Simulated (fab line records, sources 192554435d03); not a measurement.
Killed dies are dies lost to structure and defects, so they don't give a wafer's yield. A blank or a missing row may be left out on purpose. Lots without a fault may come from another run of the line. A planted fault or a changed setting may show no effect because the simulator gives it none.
Chamber matching | flow n5_finfet | N5_BEOL_M2_VIA_ETCH_34 on rie_diel-02: 4 sister chambers
The step etches the open film in C4F6/O2, target depth 69.4 nm, time 65.9 s. 4 wafers are shown with their chamber, then 9 later ones without.

WAFERS WITH THEIR CHAMBER
wafer  | chamber | throttle_valve_pct (%)
L083.2 | 0       | 30.57
L091.2 | 1       | 30.82
L091.5 | 2       | 31.28
L091.6 | 3       | 31.36

WAFERS WITHOUT THEIR CHAMBER
wafer  | throttle_valve_pct (%)
L092.3 | 31.35
L092.5 | 30.81
L092.6 | 31.26
L093.2 | 30.61
L093.3 | 31.37
L093.4 | 31.28
L096.1 | 30.83
L096.2 | 31.33
L096.5 | 30.82

WHICH CHAMBER EACH WENT THROUGH
wafer  | from the rows above     | in truth
L092.3 | 3                       | 3
L092.5 | 1                       | 1
L092.6 | 2                       | 2
L093.2 | 0                       | 0
L093.3 | 3                       | 3
L093.4 | 2                       | 2
L096.1 | 1                       | 1
L096.2 | can't be placed: 3 or 2 | 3
L096.5 | 1                       | 1
Placed correctly: 8 of 9. Can't be placed from these rows: 1 (the true chamber is among the candidates in 1). Placed wrongly: 0.
How it was worked out, from the rows above alone: a wafer's distance from a chamber is the root of the sum, over the readings, of the square of ((its reading less the chamber's mean) divided by the reading's scatter). The wafer belongs to the nearest chamber; if the next one is less than 2 further off, it can't be placed. A chamber's mean is the mean of its shown wafers. The scatter: with one shown wafer a chamber, the root of the mean of the squares of how far each hidden wafer lies from its nearest shown one.
